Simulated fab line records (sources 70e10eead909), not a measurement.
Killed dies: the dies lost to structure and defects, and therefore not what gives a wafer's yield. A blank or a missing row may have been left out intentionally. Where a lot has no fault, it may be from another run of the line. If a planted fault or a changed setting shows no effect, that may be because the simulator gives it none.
Comparing a struck lot with a sound one :: flow nand_harc :: 14 steps out of a route of 1302
Sound: the wafers L766.1, L766.3, L766.4. Struck: wafer L775.3 (L775.5, L775.6, from the same lot, were not struck and are left out); the cause is given at the end.
At each step with rows: each side's tool, then ch and its chambers, then its first start. Under that, the readings that differ: sound wafers :: struck wafers :: difference of the means :: sigmas: that difference in standard deviations of wafers without a fault.
alike: same words and numbers on both sides, and readings whose means sit less than 2 such deviations apart. not compared: any withheld reading, any reading some wafer has no value for, any bound like >300 that may hide the same value, and any number with overlapping values for which the record gives no deviation.
The two part at a step that has a row with sigmas, a row that says differs or no value, or rows on one side only. Numbers that have no deviation but don't overlap get no sigmas and don't part them. A reading missing from all wafers of one side parts the sides only when that side holds two or more wafers.

NHARC_A_STAIRCASE_TRIM_189: chemistry O2, time 211.2 s.
  sound: rie_diel-06 ch 0,1,2; struck: rie_diel-03 ch 2
reading: rf_hours_counter_h (h)
sound: 15 13 13
struck: 3
difference: -11
sigmas: 
  alike: drypump_motor_current_A, oes_product_au, rf_vpp_V, showerhead_plenum_p_Torr, throttle_valve_pct
NHARC_A_STAIRCASE_ETCH_190: etches the open film in C4F8/O2, target depth 100 nm, time 40.5 s.
  sound: rie_diel-06 ch 0,2,3; struck: rie_diel-03 ch 1
reading: rf_fwd_power_W (W)
sound: 594.1 589.5 592.4
struck: 587.0
difference: -5.0
sigmas: -2

reading: rf_hours_counter_h (h)
sound: 15 15 13
struck: 6
difference: -8
sigmas: 
  alike: oes_product_au, rf_vpp_V
then, 4 steps without rows for these wafers: NHARC_A_STAIRCASE_TRIM_191 (chemistry O2, time 211.2 s); NHARC_A_STAIRCASE_ETCH_192 (etches the open film in C4F8/O2, target depth 100 nm, time 40.5 s); NHARC_A_STAIRCASE_TRIM_193 (chemistry O2, time 211.2 s); NHARC_A_STAIRCASE_ETCH_194 (etches the open film in C4F8/O2, target depth 100 nm, time 40.5 s).
NHARC_A_STAIRCASE_TRIM_196: chemistry O2, time 211.2 s.
  sound on rie_diel-03 ch 1,2,3, day 16 13:46; struck on rie_diel-06 ch 0, day 20 19:24
reading: drypump_motor_current_A (A)
sound: 5.7 5.4 5.9
struck: 5.0
difference: -0.7
sigmas: -2

reading: rf_hours_counter_h (h)
sound: 30 30 29
struck: 51
difference: +21
sigmas: 
  alike: oes_product_au, rf_vpp_V, showerhead_plenum_p_Torr, throttle_valve_pct
then, 2 steps without rows for these wafers: NHARC_A_STAIRCASE_ETCH_197 (etches the open film in C4F8/O2, target depth 100 nm, time 40.5 s); NHARC_A_STAIRCASE_TRIM_198 (chemistry O2, time 211.2 s).
NHARC_A_STAIRCASE_ETCH_199: etches the open film in C4F8/O2, target depth 100 nm, time 40.5 s.
  sound: rie_diel-03 ch 0,1,2; struck: rie_diel-06 ch 3
reading: rf_hours_counter_h (h)
sound: 29 29 30
struck: 49
difference: +20
sigmas: 
  alike: oes_product_au, rf_fwd_power_W, rf_vpp_V
then, 1 step without rows for these wafers: NHARC_A_STAIRCASE_TRIM_200 (chemistry O2, time 211.2 s).
NHARC_A_STAIRCASE_ETCH_201: etches the open film in C4F8/O2, target depth 100 nm, time 40.5 s.
  sound on rie_diel-03 ch 0,2,3, day 16 14:27; struck on rie_diel-06 ch 0, day 20 20:06
reading: oes_product_au (a.u.)
sound: 0.928 0.961 0.952
struck: 0.805
difference: -0.142
sigmas: -9

reading: rf_fwd_power_W (W)
sound: 593.8 592.9 592.6
struck: 588.2
difference: -4.9
sigmas: -2

reading: rf_hours_counter_h (h)
sound: 30 30 31
struck: 51
difference: +21
sigmas: 
  alike: rf_vpp_V
NHARC_A_STAIRCASE_TRIM_202: chemistry O2, time 211.2 s.
  sound: rie_diel-03 ch 1,2,3; struck: rie_diel-06 ch 3
reading: rf_hours_counter_h (h)
sound: 30 29 31
struck: 49
difference: +19
sigmas: 
  alike: drypump_motor_current_A, oes_product_au, rf_vpp_V, showerhead_plenum_p_Torr, throttle_valve_pct
-- break in the record here, with 9 days between the starts of the struck wafers on either side (left off in module A_STAIRCASE, picked up again in module END, where the first step shown is number 1302 on the route) --
NHARC_END_SORT_01:
  sound on prober-01 ch 0, day 25 06:13; struck on prober-01 ch 0, day 29 08:53
reading: hold
sound: - - -
struck: await_dispo/1.1h/release
difference: no value on the sound wafers
sigmas: 

reading: killed_at_array
sound: 39 43 49
struck: 262
difference: +218
sigmas: +9

reading: killed_dies
sound: 45 52 56
struck: 265
difference: +214
sigmas: +9

reading: killed_open
sound: 6 7 6
struck: 1
difference: -5
sigmas: -3
  alike: killed_at_other, killed_at_periphery, killed_short

WHERE THEY PART
First at NHARC_A_STAIRCASE_ETCH_190; last, within this record, at NHARC_END_SORT_01.

WHY: the cause the simulator had injected
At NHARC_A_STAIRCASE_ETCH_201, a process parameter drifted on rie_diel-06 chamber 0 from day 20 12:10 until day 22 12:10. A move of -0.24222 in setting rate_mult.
